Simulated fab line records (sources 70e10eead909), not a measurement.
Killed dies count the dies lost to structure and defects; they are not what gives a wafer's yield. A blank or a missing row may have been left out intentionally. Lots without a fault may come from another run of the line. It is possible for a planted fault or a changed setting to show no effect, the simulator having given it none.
fab line records + flow nand_harc
[record]
- lots = 14
- wafers = 42
- last_day = 33
route steps=1302 shown P_ZERO_WELL@31 P_STI@80
lots that met no fault: from a run of the same line without faults
start_h: hours from the record's first day to the start of the lot's first wafer shown + wait_h: hours since the lot's step before + " unchanged from the row above + L1.1+2: a single row standing in for several wafers + - no value, or no start was given + * or withheld: withheld + < > ~ a bound
route shown NAME@n: NAME is a module with steps in the file, n the number in the route of the first one + usual: mean/standard deviation taken from wafers without a fault + same: alike in all rows + chamber/n: place in a boat + sites: the reading at each site + _std_site: standard deviation of those values + _edge_site: the outer-site mean with the inner-site mean subtracted + radius_mm: how far each site lies from the wafer's centre + mask NAME#n: copy n + behind: the last tool/chamber to shape the wafer + hold: why the lot went on hold/how many hours it stayed there/how the hold came to an end + device: the transistor (n, p or np) that didn't switch + end of line: the same wafers' tests at the end of the route + a step without rows: its recipe alone + killed: dies that structure and defects cost at the first sort, which is not the same as the wafer's yield + map: a wafer's dies, marking killed ones x, the rest . and places with no die _
set.NAME: the run value of the setting; set.NAME@STEP: its run value at that earlier step + model.NAME: the simulator's own value behind a step, which no gauge read
the route's steps for a sample of lots (tables are steps, rows are wafers)
services: a tool's chamber out of use, with start hour (start_h, from the record's first day; less than 0 if before it), hours out, and reason
[[steps]]
[step NHARC_P_ZERO_WELL_DESCUM_26]
[recipe]
- time_s = 3
- o2_flow_sccm = 200
- ar_flow_sccm = 0
- bias_power_w = 0
- chemistry = O2
[usual]
- chamber_pressure_mTorr = 59.99/0.054
- drypump_motor_current_A = 5.9/0.51
- mfc_ar_sccm = 0.009/0.012
- oes_product_au = 0.998/0.0095
- rf_vpp_V = 57.7/0.87
- showerhead_plenum_p_Torr = 1.89/0.043
- throttle_valve_pct = 11.312/0.0099
| lot.wafer | tool        | chamber | start_h | wait_h | chamber_pressure_mTorr | drypump_motor_current_A | mfc_ar_sccm | oes_product_au | rf_hours_counter_h | rf_vpp_V | showerhead_plenum_p_Torr | throttle_valve_pct |
|-----------|-------------|---------|---------|--------|------------------------|-------------------------|-------------|----------------|--------------------|----------|--------------------------|--------------------|
| L545.2    | rie_diel-04 | 2       | 22.84   | -      | 60.02                  | 6.7                     | 0.031       | 0.999          | 4                  | 60.4     | 1.85                     | 11.335             |
| L545.1    | "           | 3       | "       | "      | 59.96                  | 5.6                     | 0.007       | 1.008          | 4                  | 58.0     | 1.84                     | 11.327             |
| L545.5    | "           | 1       | "       | "      | 59.94                  | 5.9                     | 0           | 1.008          | -                  | 59.4     | 1.93                     | 11.290             |
| L546.2    | rie_diel-08 | 0       | 32.75   | -      | 60.05                  | 5.3                     | 0           | 1.000          | 3                  | 58.3     | 1.95                     | 11.315             |
| L546.3    | "           | 1       | "       | "      | 59.99                  | 4.8                     | 0.026       | 1.001          | 3                  | 57.5     | 1.92                     | 11.317             |
| L546.5    | "           | 0       | "       | "      | 59.84                  | 5.3                     | 0           | 1.001          | -                  | 58.3     | 1.95                     | 11.317             |
| L547.3    | rie_diel-04 | 2       | 46.43   | -      | 59.93                  | 6.6                     | 0.031       | 0.996          | 17                 | 56.2     | 1.85                     | 11.289             |
| L547.5    | "           | 2       | "       | "      | 60.06                  | 6.6                     | 0.031       | 0.992          | -                  | 56.1     | 1.85                     | 11.313             |
| L547.6    | "           | 3       | "       | "      | 60.02                  | 5.6                     | 0.007       | 1.009          | -                  | 56.9     | 1.84                     | 11.312             |
| L548.3    | rie_diel-11 | 3       | 53.09   | -      | 60.05                  | 5.9                     | 0           | 1.000          | 28                 | 57.3     | 1.89                     | 11.295             |
| L548.4    | "           | 0       | "       | "      | 60.05                  | 5.5                     | 0           | 0.979          | 35                 | 57.6     | 1.95                     | 11.317             |
| L548.5    | "           | 3       | "       | "      | 59.99                  | 5.9                     | 0           | 0.996          | -                  | 57.2     | 1.89                     | 11.311             |
| L549.2    | rie_diel-04 | 2       | 62.64   | -      | 59.99                  | 6.6                     | 0.031       | 0.996          | 23                 | 56.7     | 1.85                     | 11.316             |
| L549.3    | "           | 3       | "       | "      | 59.97                  | 5.6                     | 0.007       | 1.005          | 25                 | 56.9     | 1.84                     | 11.322             |
| L549.5    | "           | 0       | "       | "      | 60.04                  | 6.5                     | 0.025       | 0.998          | -                  | 58.5     | 1.95                     | 11.319             |
| L550.4    | rie_diel-08 | 1       | 72.76   | -      | 59.93                  | 4.8                     | 0.026       | 0.996          | 14                 | 56.8     | 1.92                     | 11.330             |
| L550.1    | "           | 2       | "       | "      | 60.04                  | 5.9                     | 0           | 1.000          | 21                 | 56.0     | 1.93                     | 11.316             |
| L550.6    | "           | 0       | "       | "      | 59.98                  | 5.3                     | 0           | 0.999          | -                  | 58.4     | 1.94                     | 11.288             |
| L551.2    | rie_diel-04 | 1       | 82.97   | -      | 59.96                  | 5.8                     | 0           | 1.016          | 29                 | 56.8     | 1.93                     | 11.320             |
| L551.4    | "           | 3       | "       | "      | 59.97                  | 5.6                     | 0.007       | 1.019          | 29                 | 56.7     | 1.84                     | 11.305             |
| L551.6    | "           | 1       | "       | "      | 60.03                  | 5.8                     | 0           | 1.015          | -                  | 56.9     | 1.93                     | 11.327             |
| L552.1    | rie_diel-11 | 3       | 92.66   | -      | 59.88                  | 5.9                     | 0           | 0.998          | 1                  | 59.0     | 1.89                     | 11.306             |
| L552.2    | "           | 0       | "       | "      | 60.01                  | 5.5                     | 0           | 0.980          | 1                  | 58.8     | 1.95                     | 11.297             |
| L552.3    | "           | 1       | "       | "      | 60.09                  | 5.8                     | 0           | 0.992          | 1                  | 58.2     | 1.91                     | 11.307             |
| L554.4    | rie_diel-04 | 3       | 113.05  | -      | 59.93                  | 5.6                     | 0.007       | 1.009          | 36                 | 56.8     | 1.83                     | 11.299             |
| L554.3    | "           | 2       | "       | "      | 60.05                  | 6.7                     | 0.031       | 1.000          | 37                 | 58.6     | 1.84                     | 11.308             |
| L554.5    | "           | 0       | "       | "      | 59.95                  | 6.4                     | 0.025       | 1.000          | -                  | 58.2     | 1.95                     | 11.307             |
| L564.1    | rie_diel-11 | 3       | 212.78  | -      | 60.11                  | 5.9                     | 0           | 0.994          | 43                 | 58.7     | 1.88                     | 11.322             |
| L564.2    | "           | 0       | "       | "      | 59.98                  | 5.5                     | 0           | 0.999          | 41                 | 57.2     | 1.94                     | 11.322             |
| L564.5    | "           | 1       | "       | "      | 59.90                  | 5.8                     | 0           | 0.990          | -                  | 57.6     | 1.89                     | 11.318             |
| L565.2    | rie_diel-04 | 0       | 222.76  | -      | 59.97                  | 6.5                     | 0.025       | 0.993          | 14                 | 58.0     | 1.94                     | 11.316             |
| L565.1    | "           | 1       | "       | "      | 60.03                  | 5.8                     | 0           | 1.001          | 16                 | 57.4     | 1.91                     | 11.306             |
| L565.5    | "           | 0       | "       | "      | 60.05                  | 6.5                     | 0.025       | 0.997          | -                  | 57.6     | 1.94                     | 11.317             |
| L566.2    | rie_diel-04 | 1       | 232.61  | -      | 59.99                  | 5.8                     | 0           | 0.991          | 19                 | 57.2     | 1.91                     | 11.310             |
| L566.1    | "           | 3       | "       | "      | 60.00                  | 5.6                     | 0.007       | 0.997          | 15                 | 57.2     | 1.82                     | 11.317             |
| L566.5    | "           | 1       | "       | "      | 60.06                  | 5.8                     | 0           | 1.001          | -                  | 58.5     | 1.91                     | 11.297             |
| L567.3    | rie_diel-08 | 0       | 242.74  | -      | 59.97                  | 5.3                     | 0           | 0.993          | 12                 | 57.1     | 1.93                     | 11.308             |
| L567.5    | "           | 0       | "       | "      | 60.01                  | 5.3                     | 0           | 1.002          | -                  | 57.9     | 1.93                     | 11.311             |
| L567.6    | "           | 1       | "       | "      | 59.96                  | 4.8                     | 0.026       | 0.997          | -                  | 57.8     | 1.90                     | 11.313             |
| L568.1    | rie_diel-08 | 3       | 252.66  | -      | 60.07                  | 6.1                     | 0.022       | 0.991          | 22                 | 57.8     | 1.82                     | 11.316             |
| L568.3    | "           | 2       | "       | "      | 60.00                  | 5.9                     | 0           | 0.991          | 21                 | 57.7     | 1.91                     | 11.310             |
| L568.6    | "           | 3       | "       | "      | 60.02                  | 6.2                     | 0.022       | 0.978          | -                  | 57.8     | 1.82                     | 11.307             |
[step NHARC_P_STI_EXPOSE_06]
[recipe]
- na = 0.55
- target_cd_nm = 200
- dose_mj = 37.69
- mask_id = P_STI
[usual]
- exposure_dose_mJ_cm2 = 37.69/0.037
- focus_offset_nm = 0.0/0.57
- na = 0.55/0
- stage_vel_mm_s = 500.02/0.27
| lot.wafer | tool           | chamber | start_h | wait_h | mask    | exposure_dose_mJ_cm2 | focus_offset_nm | na   | stage_vel_mm_s |
|-----------|----------------|---------|---------|--------|---------|----------------------|-----------------|------|----------------|
| L545.1    | krf_scanner-01 | 0       | 46.17   | -      | P_STI#0 | 37.62                | -1.0            | 0.55 | 500.02         |
| L545.2    | "              | 0       | "       | "      | P_STI#0 | 37.67                | -1.2            | 0.55 | 499.79         |
| L545.5    | "              | 0       | "       | "      | P_STI#0 | 37.63                | 0.0             | 0.55 | 499.95         |
| L546.2    | krf_scanner-02 | 0       | 54.68   | -      | P_STI#0 | 37.72                | -0.1            | 0.55 | 499.98         |
| L546.3    | "              | 0       | "       | "      | P_STI#0 | 37.68                | 0.8             | 0.55 | 499.89         |
| L546.5    | "              | 0       | "       | "      | P_STI#0 | 37.69                | -0.4            | 0.55 | 500.17         |
| L547.3    | krf_scanner-02 | 0       | 65.83   | -      | P_STI#0 | 37.68                | -0.9            | 0.55 | 499.46         |
| L547.5    | "              | 0       | "       | "      | P_STI#0 | 37.68                | -1.1            | 0.55 | 499.60         |
| L547.6    | "              | 0       | "       | "      | P_STI#0 | 37.67                | 0.0             | 0.55 | 500.28         |
| L548.3    | krf_scanner-01 | 0       | 74.41   | -      | P_STI#0 | 37.74                | 0.4             | 0.55 | 499.77         |
| L548.4    | "              | 0       | "       | "      | P_STI#0 | 37.73                | -0.4            | 0.55 | 500.16         |
| L548.5    | "              | 0       | "       | "      | P_STI#0 | 37.74                | -0.8            | 0.55 | 500.15         |
| L549.2    | krf_scanner-02 | 0       | 83.97   | -      | P_STI#0 | 37.65                | 0.1             | 0.55 | 499.63         |
| L549.3    | "              | 0       | "       | "      | P_STI#0 | 37.69                | 0.3             | 0.55 | 500.10         |
| L549.5    | "              | 0       | "       | "      | P_STI#0 | 37.67                | 0.0             | 0.55 | 500.12         |
| L550.1    | krf_scanner-01 | 0       | 95.22   | -      | P_STI#0 | 37.70                | 0.0             | 0.55 | 499.79         |
| L550.4    | "              | 0       | "       | "      | P_STI#0 | 37.68                | 0.8             | 0.55 | 499.69         |
| L550.6    | "              | 0       | "       | "      | P_STI#0 | 37.67                | 0.5             | 0.55 | 500.02         |
| L551.2    | krf_scanner-02 | 0       | 107.50  | -      | P_STI#0 | 37.72                | 0.7             | 0.55 | 499.63         |
| L551.4    | "              | 0       | "       | "      | P_STI#0 | 37.71                | -0.2            | 0.55 | 499.55         |
| L551.6    | "              | 0       | "       | "      | P_STI#0 | 37.71                | 0.4             | 0.55 | 499.63         |
| L552.1    | krf_scanner-03 | 0       | 113.35  | -      | P_STI#0 | 37.69                | 0.4             | 0.55 | 500.16         |
| L552.2    | "              | 0       | "       | "      | P_STI#0 | 37.64                | -0.1            | 0.55 | 500.02         |
| L552.3    | "              | 0       | "       | "      | P_STI#0 | 37.67                | 0.7             | 0.55 | 500.45         |
| L554.3    | krf_scanner-03 | 0       | 135.70  | -      | P_STI#0 | 37.74                | -0.3            | 0.55 | 499.90         |
| L554.4    | "              | 0       | "       | "      | P_STI#0 | 37.77                | -0.9            | 0.55 | 500.09         |
| L554.5    | "              | 0       | "       | "      | P_STI#0 | 37.71                | -0.6            | 0.55 | 499.89         |
| L564.1    | krf_scanner-03 | -       | 232.76  | -      | P_STI#0 | -                    | -               | -    | -              |
| L564.2    | "              | -       | "       | "      | P_STI#0 | -                    | -               | -    | -              |
| L564.5    | "              | -       | "       | "      | P_STI#0 | -                    | -               | -    | -              |
| L565.1    | krf_scanner-02 | -       | 244.71  | -      | P_STI#0 | -                    | -               | -    | -              |
| L565.2    | "              | -       | "       | "      | P_STI#0 | -                    | -               | -    | -              |
| L565.5    | "              | -       | "       | "      | P_STI#0 | -                    | -               | -    | -              |
| L566.1    | krf_scanner-01 | 0       | 253.32  | -      | P_STI#0 | 37.67                | -0.5            | 0.55 | 499.84         |
| L566.2    | "              | 0       | "       | "      | P_STI#0 | 37.68                | -0.3            | 0.55 | 499.88         |
| L566.5    | "              | 0       | "       | "      | P_STI#0 | 37.69                | 0.0             | 0.55 | 500.20         |
| L567.3    | krf_scanner-02 | 0       | 264.61  | -      | P_STI#0 | 37.75                | 0.2             | 0.55 | 500.23         |
| L567.5    | "              | 0       | "       | "      | P_STI#0 | 37.77                | 0.3             | 0.55 | 500.65         |
| L567.6    | "              | 0       | "       | "      | P_STI#0 | 37.74                | 0.4             | 0.55 | 499.81         |
| L568.1    | krf_scanner-02 | 0       | 275.61  | -      | P_STI#0 | 37.68                | 0.2             | 0.55 | 500.30         |
| L568.3    | "              | 0       | "       | "      | P_STI#0 | 37.72                | 0.0             | 0.55 | 499.91         |
| L568.6    | "              | 0       | "       | "      | P_STI#0 | 37.70                | -0.1            | 0.55 | 500.18         |
[step NHARC_P_STI_OVL_MEAS_10]
[usual]
- overlay_x_nm = 0/6
- overlay_y_nm = 1/6.5
| lot.wafer | tool       | chamber | start_h | wait_h | overlay_x_nm | overlay_y_nm |
|-----------|------------|---------|---------|--------|--------------|--------------|
| L545.1    | overlay-01 | -       | 46.41   | -      | -9           | 10           |
| L545.2    | "          | -       | "       | "      | -10          | 11           |
| L545.5    | "          | -       | "       | "      | -10          | 10           |
| L546.2    | overlay-02 | -       | 54.92   | -      | -5           | 8            |
| L546.3    | "          | -       | "       | "      | -5           | 8            |
| L546.5    | "          | -       | "       | "      | -5           | 8            |
| L547.3    | overlay-02 | -       | 66.06   | -      | 4            | -4           |
| L547.5    | "          | -       | "       | "      | 3            | -3           |
| L547.6    | "          | -       | "       | "      | 3            | -3           |
| L548.3    | overlay-01 | -       | 74.64   | -      | 8            | -9           |
| L548.4    | "          | -       | "       | "      | 9            | -8           |
| L548.5    | "          | -       | "       | "      | 8            | -8           |
| L549.2    | overlay-02 | -       | 84.20   | -      | 2            | -11          |
| L549.3    | "          | -       | "       | "      | 1            | -11          |
| L549.5    | "          | -       | "       | "      | 1            | -12          |
| L550.1    | overlay-01 | -       | 95.46   | -      | -2           | -3           |
| L550.4    | "          | -       | "       | "      | -2           | -2           |
| L550.6    | "          | -       | "       | "      | -3           | -2           |
| L551.2    | overlay-01 | -       | 107.74  | -      | 11           | -6           |
| L551.4    | "          | -       | "       | "      | 9            | -6           |
| L551.6    | "          | -       | "       | "      | 10           | -6           |
| L552.1    | overlay-01 | -       | 113.59  | -      | 5            | 2            |
| L552.2    | "          | -       | "       | "      | 5            | 1            |
| L552.3    | "          | -       | "       | "      | 5            | 2            |
| L554.3    | overlay-01 | -       | 135.93  | -      | 6            | 10           |
| L554.4    | "          | -       | "       | "      | 5            | 10           |
| L554.5    | "          | -       | "       | "      | 6            | 10           |
| L564.1    | overlay-01 | -       | 233.00  | -      | -            | -            |
| L564.2    | "          | -       | "       | "      | -            | -            |
| L564.5    | "          | -       | "       | "      | -            | -            |
| L565.1    | overlay-02 | -       | 244.95  | -      | -            | -            |
| L565.2    | "          | -       | "       | "      | -            | -            |
| L565.5    | "          | -       | "       | "      | -            | -            |
| L566.1    | overlay-02 | -       | 253.56  | -      | 2            | 8            |
| L566.2    | "          | -       | "       | "      | 3            | 8            |
| L566.5    | "          | -       | "       | "      | 2            | 8            |
| L567.3    | overlay-01 | -       | 264.84  | -      | 7            | -4           |
| L567.5    | "          | -       | "       | "      | 6            | -3           |
| L567.6    | "          | -       | "       | "      | 6            | -4           |
| L568.1    | overlay-02 | -       | 275.85  | -      | 0            | 6            |
| L568.3    | "          | -       | "       | "      | 0            | 6            |
| L568.6    | "          | -       | "       | "      | -1           | 5            |
[step NHARC_P_STI_ETCH_31]
[recipe]
- target_depth_a = 1089
- time_s = 54.5
- cf4_flow_sccm = 100
- chf3_flow_sccm = 30
- ar_flow_sccm = 0
- rf_w = 500
- bias_w = 200
- chemistry = CF4/CHF3
[usual]
- chamber_pressure_mTorr = 25.000/0.022
- drypump_motor_current_A = 5.7/0.48
- mfc_ar_sccm = 0.014/0.015
- oes_product_au = 0.955/0.019
- rf_vpp_V = 371.2/2.6
- showerhead_plenum_p_Torr = 1.59/0.072
- throttle_valve_pct = 16.803/0.0086
| lot.wafer | tool        | chamber | start_h | wait_h | chamber_pressure_mTorr | drypump_motor_current_A | mfc_ar_sccm | oes_product_au | rf_hours_counter_h | rf_vpp_V | showerhead_plenum_p_Torr | throttle_valve_pct |
|-----------|-------------|---------|---------|--------|------------------------|-------------------------|-------------|----------------|--------------------|----------|--------------------------|--------------------|
| L545.2    | rie_diel-05 | 0       | -       | -      | 24.995                 | 5.3                     | 0.036       | 0.960          | 13                 | 371.0    | 1.63                     | 16.810             |
| L545.1    | "           | 1       | "       | "      | 25.016                 | 6.3                     | 0.004       | 0.968          | 13                 | 372.9    | 1.59                     | 16.805             |
| L545.5    | "           | 2       | "       | "      | 25.070                 | 5.7                     | 0.028       | 0.995          | -                  | 373.2    | 1.64                     | 16.820             |
| L546.2    | rie_diel-02 | 2       | -       | -      | 25.012                 | 5.2                     | 0           | 0.978          | 0                  | 372.0    | 1.61                     | 16.804             |
| L546.3    | "           | 1       | "       | "      | 24.991                 | 5.1                     | 0           | 0.961          | 0                  | 367.4    | 1.48                     | 16.808             |
| L546.5    | "           | 2       | "       | "      | 25.010                 | 5.2                     | 0           | 0.979          | -                  | 370.7    | 1.61                     | 16.818             |
| L547.3    | rie_diel-12 | 3       | -       | -      | 25.011                 | 5.0                     | 0.020       | 0.949          | 9                  | 373.0    | 1.66                     | 16.800             |
| L547.5    | "           | 3       | "       | "      | 25.002                 | 5.0                     | 0.020       | 0.946          | -                  | 372.6    | 1.66                     | 16.792             |
| L547.6    | "           | 1       | "       | "      | 25.029                 | 6.2                     | 0           | 0.957          | -                  | 373.7    | 1.67                     | 16.809             |
| L548.4    | rie_diel-02 | 1       | -       | -      | 24.984                 | 5.1                     | 0           | 0.936          | 1                  | 367.8    | 1.48                     | 16.814             |
| L548.3    | "           | 3       | "       | "      | 25.014                 | 5.1                     | 0           | 0.942          | 1                  | 370.7    | 1.64                     | 16.806             |
| L548.5    | "           | 1       | "       | "      | 25.028                 | 5.1                     | 0           | 0.935          | -                  | 368.3    | 1.48                     | 16.795             |
| L549.3    | rie_diel-02 | 2       | -       | -      | 25.023                 | 5.2                     | 0           | 0.972          | 2                  | 371.7    | 1.61                     | 16.806             |
| L549.2    | "           | 3       | "       | "      | 25.013                 | 5.1                     | 0           | 0.974          | 2                  | 371.7    | 1.64                     | 16.790             |
| L549.5    | "           | 1       | "       | "      | 24.970                 | 5.1                     | 0           | 0.976          | -                  | 367.0    | 1.48                     | 16.803             |
| L550.4    | rie_diel-05 | 1       | -       | -      | 24.987                 | 6.3                     | 0.004       | 0.968          | 3                  | 371.5    | 1.59                     | 16.804             |
| L550.1    | "           | 2       | "       | "      | 25.019                 | 5.8                     | 0.028       | 0.968          | 3                  | 373.2    | 1.64                     | 16.804             |
| L550.6    | "           | 3       | "       | "      | 24.985                 | 6.3                     | 0.023       | 0.946          | -                  | 367.0    | 1.47                     | 16.791             |
| L551.2    | rie_diel-12 | 3       | -       | -      | 25.019                 | 5.0                     | 0.020       | 0.966          | 1                  | 374.5    | 1.65                     | 16.803             |
| L551.4    | "           | 2       | "       | "      | 25.026                 | 5.7                     | 0           | 0.959          | -                  | 368.9    | 1.53                     | 16.816             |
| L551.6    | "           | 3       | "       | "      | 24.963                 | 5.0                     | 0.020       | 0.953          | -                  | 372.9    | 1.66                     | 16.797             |
| L552.1    | rie_diel-05 | 3       | -       | -      | 25.040                 | 6.3                     | 0.023       | 0.946          | 6                  | 364.9    | 1.47                     | 16.785             |
| L552.2    | "           | 0       | "       | "      | 24.964                 | 5.3                     | 0.036       | 0.933          | 6                  | 372.3    | 1.62                     | 16.808             |
| L552.3    | "           | 3       | "       | "      | 24.995                 | 6.3                     | 0.023       | 0.937          | -                  | 367.4    | 1.47                     | 16.802             |
| L554.3    | rie_diel-05 | 1       | -       | -      | 25.002                 | 6.3                     | 0.004       | 0.929          | 9                  | 372.0    | 1.59                     | 16.805             |
| L554.4    | "           | 1       | "       | "      | 25.008                 | 6.3                     | 0.004       | 0.927          | -                  | 369.3    | 1.59                     | 16.788             |
| L554.5    | "           | 3       | "       | "      | 25.024                 | 6.3                     | 0.023       | 0.927          | -                  | 368.7    | 1.47                     | 16.794             |
| L564.1    | rie_diel-02 | 3       | -       | -      | 25.010                 | 5.1                     | 0           | 0.968          | 1                  | 373.2    | 1.64                     | 16.808             |
| L564.2    | "           | 0       | "       | "      | 25.002                 | 5.8                     | 0.034       | 0.944          | 1                  | 373.8    | 1.69                     | 16.807             |
| L564.5    | "           | 2       | "       | "      | 24.987                 | 5.2                     | 0           | 0.966          | -                  | 372.2    | 1.61                     | 16.798             |
| L565.1    | rie_diel-02 | 2       | -       | -      | 25.026                 | 5.2                     | 0           | 0.970          | 2                  | 371.2    | 1.61                     | 16.814             |
| L565.2    | "           | 3       | "       | "      | 25.018                 | 5.1                     | 0           | 0.984          | 2                  | 374.4    | 1.64                     | 16.812             |
| L565.5    | "           | 3       | "       | "      | 25.038                 | 5.1                     | 0           | 0.989          | -                  | 372.2    | 1.64                     | 16.806             |
| L566.2    | rie_diel-05 | 2       | -       | -      | 24.985                 | 5.7                     | 0.028       | 0.970          | 1                  | 373.6    | 1.64                     | 16.805             |
| L566.1    | "           | 3       | "       | "      | 25.013                 | 6.3                     | 0.023       | 0.955          | 1                  | 366.5    | 1.47                     | 16.811             |
| L566.5    | "           | 1       | "       | "      | 25.051                 | 6.3                     | 0.004       | 0.967          | -                  | 371.5    | 1.59                     | 16.821             |
| L567.3    | rie_diel-05 | 1       | -       | -      | 25.036                 | 6.3                     | 0.004       | 0.960          | 2                  | 370.1    | 1.59                     | 16.801             |
| L567.5    | "           | 1       | "       | "      | 24.998                 | 6.3                     | 0.004       | 0.957          | -                  | 372.5    | 1.59                     | 16.803             |
| L567.6    | "           | 2       | "       | "      | 25.029                 | 5.8                     | 0.028       | 0.969          | -                  | 372.9    | 1.64                     | 16.811             |
| L568.3    | rie_diel-05 | 0       | -       | -      | 24.996                 | 5.3                     | 0.036       | 0.953          | 3                  | 371.7    | 1.62                     | 16.794             |
| L568.1    | "           | 2       | "       | "      | 25.001                 | 5.8                     | 0.028       | 0.983          | 3                  | 372.8    | 1.64                     | 16.812             |
| L568.6    | "           | 0       | "       | "      | 24.979                 | 5.3                     | 0.036       | 0.957          | -                  | 372.5    | 1.62                     | 16.804             |
[[services]]
| tool           | chamber | start_h | hours | kind   |
|----------------|---------|---------|-------|--------|
| rie_diel-04    | -       | 0.90    | 9.0   | pm     |
| rie_diel-05    | 0       | 23.99   | 4.6   | repair |
| rie_diel-05    | 2       | 30.85   | 1.3   | repair |
| krf_scanner-02 | -       | 34.56   | 1.2   | repair |
| rie_diel-02    | -       | 39.91   | 9.0   | pm     |
| rie_diel-05    | -       | 52.60   | 9.0   | pm     |
| krf_scanner-02 | -       | 81.93   | 1.6   | repair |
| rie_diel-04    | 3       | 83.84   | 4.7   | repair |
| rie_diel-04    | 2       | 86.12   | 1.6   | repair |
| krf_scanner-02 | -       | 94.01   | 4.0   | pm     |
| rie_diel-05    | 2       | 97.60   | 60.3  | repair |
| rie_diel-02    | 0       | 100.11  | 9.1   | repair |
| rie_diel-05    | 1       | 112.74  | 5.0   | repair |
| krf_scanner-02 | -       | 124.85  | 1.7   | repair |
| rie_diel-04    | 3       | 127.72  | 4.5   | repair |
| rie_diel-04    | 2       | 140.73  | 16.9  | repair |
| rie_diel-04    | 1       | 151.69  | 10.5  | repair |
| rie_diel-04    | 2       | 160.58  | 32.0  | repair |
| rie_diel-04    | -       | 177.90  | 9.0   | pm     |
| rie_diel-05    | -       | 192.08  | 1.6   | repair |
| rie_diel-05    | 1       | 212.58  | 10.1  | repair |
| rie_diel-05    | -       | 229.60  | 9.0   | pm     |
| krf_scanner-02 | -       | 266.01  | 4.0   | pm     |
| krf_scanner-02 | -       | 270.14  | 0.3   | repair |
[[key]]
[first_sign]
- step = NHARC_P_STI_EXPOSE_06
- reading = tool_record
- direction = missing
effect none on later readings
met_at NHARC_P_STI_EXPOSE_06
struck_lots L564,L565
later_rows_left_out L564.1,L564.2,L564.5,L565.1,L565.2,L565.5
sort_left_out L564.1,L564.2,L564.5,L565.1,L565.2,L565.5
tester_left_out L564,L565
not_acting_at NHARC_P_ZERO_WELL_DESCUM_26,NHARC_P_STI_OVL_MEAS_10,NHARC_P_STI_ETCH_31
onset_between 135.70 232.76
[fault]
- kind = skipped_step_whole
- tool = krf_scanner-02,krf_scanner-03
- chamber = -
- onset_h = 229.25
- steps = NHARC_P_STI_EXPOSE_06
- scope = struck_lots_only
// tester_left_out: of these lots the tester's yield and bins aren't shown, on N5 and GAA mostly nor the transistor test; their killed dies are dies lost to structure and defects alone, not to doping, threshold or leakage, so they don't give the yield
// sort_left_out: the simulated sort isn't trusted on such a fault, so these wafers' sort isn't shown, and their yield isn't known
// later_rows_left_out: the simulator's readings of these wafers behind a module that went badly wrong aren't trusted and aren't shown, but for the sort
